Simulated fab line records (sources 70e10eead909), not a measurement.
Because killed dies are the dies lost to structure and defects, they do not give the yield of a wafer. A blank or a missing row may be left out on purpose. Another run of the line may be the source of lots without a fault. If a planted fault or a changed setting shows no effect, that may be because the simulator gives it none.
A lot that was struck, set against a sound lot + flow nand_harc + 16 out of 1302 route steps
Sound: wafers L481.1, L481.3, L481.5. The struck wafers were L488.1, L488.5, L488.6. At the end, the cause is stated.
Per side, at each step with rows, come the tool, then ch with its chambers, and then its first start. Under that, the readings that differ: sound wafers + struck wafers + difference of the means + sigmas: that difference in standard deviations of wafers without a fault.
alike: readings with means less than 2 such deviations apart, plus words and numbers identical on both sides. not compared: withheld readings, readings lacking a value on some wafer, bounds such as >300 that could conceal the same value, and numbers that have no deviation in the record and whose values overlap.
Wherever a step has rows on one side only, a row that says differs or no value, or a row with sigmas, the two part there. When numbers do not overlap yet have no deviation, they are printed without sigmas and do not part them. A reading missing from all wafers of one side parts the sides only when that side holds two or more wafers.

NHARC_A_DECK1_JOINT_INSPECT_05:
  struck on defect_inspect-02, day 16 11:39; sound on defect_inspect-02, day 13 07:34
  alike: raw_defect_count
then, no rows for these wafers at 1 step: NHARC_A_ONON_D2_DEP_00 (target thk 1000 nm).
NHARC_A_ONON_D2_THK_MEAS_02: measures by ellipsometry.
  struck on film_metro-02, day 16 12:14; sound on film_metro-02, day 13 08:08
| reading     | sound          | struck      | difference | sigmas |
|-------------|----------------|-------------|------------|--------|
| thk_nm (nm) | 1012 1012 1011 | 996 995 996 | -16        | -2     |
then, no rows for these wafers at 1 step: NHARC_A_ONON_D2_DEP_03 (target thk 1000 nm).
NHARC_A_ONON_D2_THK_MEAS_05: measures by ellipsometry.
  struck on film_metro-01, day 16 12:47; sound on film_metro-01, day 13 08:43
  alike: thk_nm
then, no rows for these wafers at 1 step: NHARC_A_ONON_D2_DEP_06 (target thk 1000 nm).
NHARC_A_ONON_D2_THK_MEAS_08: measures by ellipsometry.
  struck on film_metro-02, day 16 13:23; sound on film_metro-01, day 13 09:17
  alike: thk_nm
then, no rows for these wafers at 1 step: NHARC_A_ONON_D2_DEP_09 (target thk 1000 nm).
NHARC_A_ONON_D2_THK_MEAS_11: measures by ellipsometry.
  struck on film_metro-01, day 16 13:56; sound on film_metro-01, day 13 09:50
  alike: thk_nm
then, no rows for these wafers at 1 step: NHARC_A_ONON_D2_DEP_12 (target thk 1000 nm).
NHARC_A_ONON_D2_THK_MEAS_14: measures by ellipsometry.
  struck on film_metro-01, day 16 14:31; sound on film_metro-01, day 13 10:25
| reading     | sound       | struck         | difference | sigmas |
|-------------|-------------|----------------|------------|--------|
| thk_nm (nm) | 993 993 993 | 1021 1021 1024 | +29        | +3     |
then, 1 step without rows for these wafers: NHARC_A_ONON_D2_ANNEAL_15 (time 3600 s).
NHARC_A_ONON_D2_DEP_16: target thk 1000 nm.
  sound on pecvd_onon-04 ch 0, day 13 17:34; struck on pecvd_onon-01 ch 0, day 16 21:59
  alike: n2_flow_sccm
NHARC_A_ONON_D2_THK_MEAS_18: measures by ellipsometry.
  struck on film_metro-01, day 16 22:30; sound on film_metro-01, day 13 18:04
| reading     | sound       | struck      | difference | sigmas |
|-------------|-------------|-------------|------------|--------|
| thk_nm (nm) | 997 997 997 | 696 694 696 | -302       | -32    |
then, no rows for these wafers at 1 step: NHARC_A_ONON_D2_DEP_19 (target thk 1000 nm).
-- record jumps: 13 days between struck wafers' starts before vs after; left off in module A_ONON_D2, resumes in module END, first step shown is number 1302 of the route --
NHARC_END_SORT_01:
  the record has rows for the struck wafers here (prober-01 ch 0, day 29 20:29) and none for the sound ones

WHERE THEY PART
Earliest at NHARC_A_ONON_D2_THK_MEAS_02; latest, in this record, at NHARC_END_SORT_01.

WHY: whatever the simulator had introduced
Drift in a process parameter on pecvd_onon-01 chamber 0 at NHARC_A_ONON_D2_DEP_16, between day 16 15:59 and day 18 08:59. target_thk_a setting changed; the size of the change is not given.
